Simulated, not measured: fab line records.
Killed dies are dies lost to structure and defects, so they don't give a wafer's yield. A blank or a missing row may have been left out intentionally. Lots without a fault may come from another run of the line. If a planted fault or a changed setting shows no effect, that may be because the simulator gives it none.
Which of the tools did it? | flow n5 finfet | 72 wafers from 24 lots sampled at 4 of the route's 1938 steps

## WHAT THE GAUGES READ, wafer by wafer
N5_BEOL_M14_INSPECT_55: inspects for defects (darkfield).
lot  | measured     | on                | raw defect count
L074 | day 10 22:11 | defect inspect-02 | 60 54 92
L075 | day 11 04:38 | defect inspect-02 | 75 42 53
L077 | day 11 23:35 | defect inspect-01 | 59 67 88
L078 | day 11 23:22 | defect inspect-01 | 66 70 60
L076 | day 12 00:23 | defect inspect-02 | 55 77 99
L079 | day 12 01:59 | defect inspect-02 | 106 100 147
L080 | day 12 08:14 | defect inspect-02 | 64 47 65
L081 | day 12 15:27 | defect inspect-02 | 75 56 33
L083 | day 12 18:28 | defect inspect-02 | 82 74 95
L082 | day 13 00:43 | defect inspect-01 | 52 110 42
L084 | day 13 08:35 | defect inspect-02 | 30 44 42
L085 | day 14 03:05 | defect inspect-01 | 54 65 45
L087 | day 14 07:05 | defect inspect-02 | 87 63 96
L088 | day 14 16:26 | defect inspect-02 | 103 59 79
L089 | day 14 22:08 | defect inspect-02 | 72 77 111
L086 | day 15 00:45 | defect inspect-02 | 73 39 63
L090 | day 15 12:13 | defect inspect-01 | 50 35 81
L091 | day 15 21:43 | defect inspect-02 | 51 59 63
L093 | day 16 00:21 | defect inspect-01 | 72 45 64
L092 | day 16 04:16 | defect inspect-01 | 44 63 47
L095 | day 16 07:43 | defect inspect-02 | 57 56 109
L094 | day 16 19:40 | defect inspect-02 | 59 81 81
L096 | day 16 22:56 | defect inspect-01 | 79 83 53
L097 | day 17 01:36 | defect inspect-01 | 68 61 87

N5_BEOL_M15_CD_MEAS_10: the cd target is 360 nm.
lot  | measured     | on        | cd nm (nm)
L074 | day 10 22:53 | cd sem-02 | 362.0 363.0 363.2
L075 | day 11 05:22 | cd sem-02 | 360.6 361.6 362.8
L077 | day 12 00:19 | cd sem-01 | 359.2 360.7 358.4
L078 | day 11 23:57 | cd sem-01 | 363.8 361.9 360.9
L076 | day 12 00:58 | cd sem-01 | 357.8 358.7 359.4
L079 | day 12 02:43 | cd sem-02 | 361.6 361.5 359.4
L080 | day 12 08:49 | cd sem-02 | 362.5 362.0 360.6
L081 | day 12 16:02 | cd sem-01 | 362.1 362.8 361.0
L083 | day 12 19:18 | cd sem-02 | 360.0 358.3 360.2
L082 | day 13 01:19 | cd sem-01 | 360.5 361.0 358.1
L084 | day 13 09:10 | cd sem-01 | 360.0 361.3 362.2
L085 | day 14 03:41 | cd sem-01 | 361.8 358.9 360.6
L087 | day 14 07:41 | cd sem-02 | 360.4 359.5 359.6
L088 | day 14 17:02 | cd sem-02 | 361.0 361.4 360.7
L089 | day 14 22:52 | cd sem-03 | 361.2 363.1 361.0
L086 | day 15 01:20 | cd sem-03 | 358.5 360.1 361.4
L090 | day 15 12:56 | cd sem-02 | 362.7 361.6 363.8
L091 | day 15 22:19 | cd sem-03 | 361.6 360.5 360.8
L093 | day 16 01:04 | cd sem-03 | 363.7 360.9 360.2
L092 | day 16 04:51 | cd sem-03 | 359.7 360.8 361.4
L095 | day 16 08:26 | cd sem-02 | 362.2 361.7 362.2
L094 | day 16 20:23 | cd sem-02 | 361.1 359.0 358.6
L096 | day 16 23:31 | cd sem-01 | 361.0 357.9 359.6
L097 | day 17 02:19 | cd sem-03 | 360.1 359.2 360.1

## TOOL THAT RAN EACH LOT (tool first, then ch and the chambers of the sampled wafers, then the start)
lot  | N5_BEOL_M14_PRE_CLEAN_42     | N5_BEOL_M15_ILD_DEP_00
L074 | pvd sputter-03, day 10 20:56 | pecvd-04 ch 0,1, day 10 22:14
L075 | pvd sputter-01, day 11 03:02 | pecvd-04 ch 0,2, day 11 04:41
L077 | pvd sputter-03, day 11 21:35 | pecvd-01 ch 1,2, day 11 23:37
L078 | pvd sputter-02, day 11 21:35 | pecvd-04 ch 0,2, day 11 23:24
L076 | pvd sputter-03, day 11 22:07 | pecvd-02 ch 0,1,2, day 12 00:25
L079 | pvd sputter-02, day 12 00:33 | pecvd-04 ch 0,2, day 12 02:02
L080 | pvd sputter-01, day 12 06:59 | pecvd-01 ch 1,2, day 12 08:16
L081 | pvd sputter-01, day 12 14:12 | pecvd-02 ch 0,1, day 12 15:29
L083 | pvd sputter-02, day 12 17:13 | pecvd-01 ch 1,2, day 12 18:31
L082 | pvd sputter-02, day 12 23:28 | pecvd-02 ch 1,2, day 13 00:46
L084 | pvd sputter-03, day 13 07:19 | pecvd-02 ch 0,1,2, day 13 08:37
L085 | pvd sputter-03, day 14 01:50 | pecvd-04 ch 0,1, day 14 03:07
L087 | pvd sputter-03, day 14 05:50 | pecvd-02 ch 0,1,2, day 14 07:08
L088 | pvd sputter-01, day 14 15:11 | pecvd-01 ch 0,2, day 14 16:28
L089 | pvd sputter-02, day 14 20:53 | pecvd-01 ch 1,2, day 14 22:11
L086 | pvd sputter-03, day 14 23:29 | pecvd-02 ch 0,2, day 15 00:47
L090 | pvd sputter-02, day 15 10:49 | pecvd-02 ch 0,1,2, day 15 12:15
L091 | pvd sputter-02, day 15 20:28 | pecvd-04 ch 0,1,2, day 15 21:46
L093 | pvd sputter-03, day 15 23:05 | pecvd-02 ch 0,1,2, day 16 00:23
L092 | pvd sputter-02, day 16 02:45 | pecvd-04 ch 0,1,2, day 16 04:18
L095 | pvd sputter-03, day 16 06:28 | pecvd-02 ch 0,1,2, day 16 07:46
L094 | pvd sputter-02, day 16 18:25 | pecvd-01 ch 0,1,2, day 16 19:43
L096 | pvd sputter-02, day 16 21:40 | pecvd-04 ch 0,1,2, day 16 22:58
L097 | pvd sputter-01, day 17 00:21 | pecvd-02 ch 0,1, day 17 01:38
- N5_BEOL_M14_PRE_CLEAN_42: time 30 s.
- N5_BEOL_M15_ILD_DEP_00: deposits SiO2 from TEOS/O2, target thk 1629.3 nm, time 346.1 s.

## AS READ BY THE TOOLS THEMSELVES (means over the sampled wafers that have a number; for cases with no such wafer, the mark the record gives instead)
N5_BEOL_M14_PRE_CLEAN_42.
lot  | tool           | heater power w (W) | susceptor temp C (C)
L074 | pvd sputter-03 | 465                | 299.84
L075 | pvd sputter-01 | 438                | 299.86
L077 | pvd sputter-03 | 453                | 299.96
L078 | pvd sputter-02 | 470                | 300.05
L076 | pvd sputter-03 | 449                | 300.16
L079 | pvd sputter-02 | 417                | 299.90
L080 | pvd sputter-01 | 413                | 299.81
L081 | pvd sputter-01 | 437                | 299.98
L083 | pvd sputter-02 | 454                | 300.00
L082 | pvd sputter-02 | 500                | 300.01
L084 | pvd sputter-03 | 443                | 299.97
L085 | pvd sputter-03 | 443                | 300.12
L087 | pvd sputter-03 | 455                | 300.38
L088 | pvd sputter-01 | 394                | 299.66
L089 | pvd sputter-02 | 455                | 300.20
L086 | pvd sputter-03 | 463                | 299.96
L090 | pvd sputter-02 | 511                | 300.03
L091 | pvd sputter-02 | 452                | 299.87
L093 | pvd sputter-03 | 451                | 299.87
L092 | pvd sputter-02 | 427                | 300.06
L095 | pvd sputter-03 | 442                | 299.90
L094 | pvd sputter-02 | 420                | 300.00
L096 | pvd sputter-02 | 461                | 300.00
L097 | pvd sputter-01 | 471                | 300.05

N5_BEOL_M15_ILD_DEP_00.
lot  | tool     | heater power w (W) | showerhead plenum p Torr (Torr) | susceptor temp C (C) | throttle valve pct (%)
L074 | pecvd-04 | 507                | 8.344                           | 400.04               | 20.7
L075 | pecvd-04 | 551                | 8.324                           | 400.12               | 17.3
L077 | pecvd-01 | 501                | 8.332                           | 400.02               | 18.2
L078 | pecvd-04 | 531                | 8.329                           | 400.22               | 18.1
L076 | pecvd-02 | 601                | 8.344                           | 400.18               | 19.0
L079 | pecvd-04 | 588                | 8.348                           | 399.69               | 17.6
L080 | pecvd-01 | 507                | 8.318                           | 400.01               | 19.3
L081 | pecvd-02 | 569                | 8.345                           | 399.86               | 19.5
L083 | pecvd-01 | 479                | 8.320                           | 400.05               | 18.0
L082 | pecvd-02 | 514                | 8.335                           | 400.11               | 18.6
L084 | pecvd-02 | 578                | 8.337                           | 400.10               | 19.0
L085 | pecvd-04 | 539                | 8.352                           | 399.66               | 20.8
L087 | pecvd-02 | 555                | 8.351                           | 400.21               | 19.1
L088 | pecvd-01 | 509                | 8.335                           | 399.98               | 18.2
L089 | pecvd-01 | 538                | 8.326                           | 400.02               | 18.2
L086 | pecvd-02 | 499                | 8.343                           | 400.09               | 19.1
L090 | pecvd-02 | 521                | 8.349                           | 399.93               | 19.1
L091 | pecvd-04 | 570                | 8.339                           | 400.11               | 19.1
L093 | pecvd-02 | 502                | 8.342                           | 400.04               | 19.0
L092 | pecvd-04 | 557                | 8.348                           | 400.22               | 19.1
L095 | pecvd-02 | 585                | 8.344                           | 400.14               | 18.9
L094 | pecvd-01 | 559                | 8.330                           | 400.01               | 18.8
L096 | pecvd-04 | 548                | 8.348                           | 399.90               | 19.2
L097 | pecvd-02 | 652                | 8.343                           | 399.78               | 19.5

## THE ANSWER, worked out from the rows above alone
Rule: what is usual is taken from the lots themselves. The widest of any qualifying gaps counts: lots, ordered by their means at a reading, are off when they make up no more than a third of the lots, leave a main group of 4 or more, and stand apart from it by 3 or more times the standard deviation of that group's means. A main group whose means are all the same, to the digits that the tables above print for the reading, isn't used. Also off: a lot with no number at a reading for which 4 or more lots have one. Where the step has rows for the other lots, those lots are counted as sound. After the gauges, taken in route order, come the tools' own readings; for these a lot's mean is taken, as printed above. At the first step where some lot is off, the reading lying furthest off is the one used; lots without a number count as furthest.
No lot is off on any of the readings shown, so nothing can be concluded from this.

## WHAT THE SIMULATOR PUT IN
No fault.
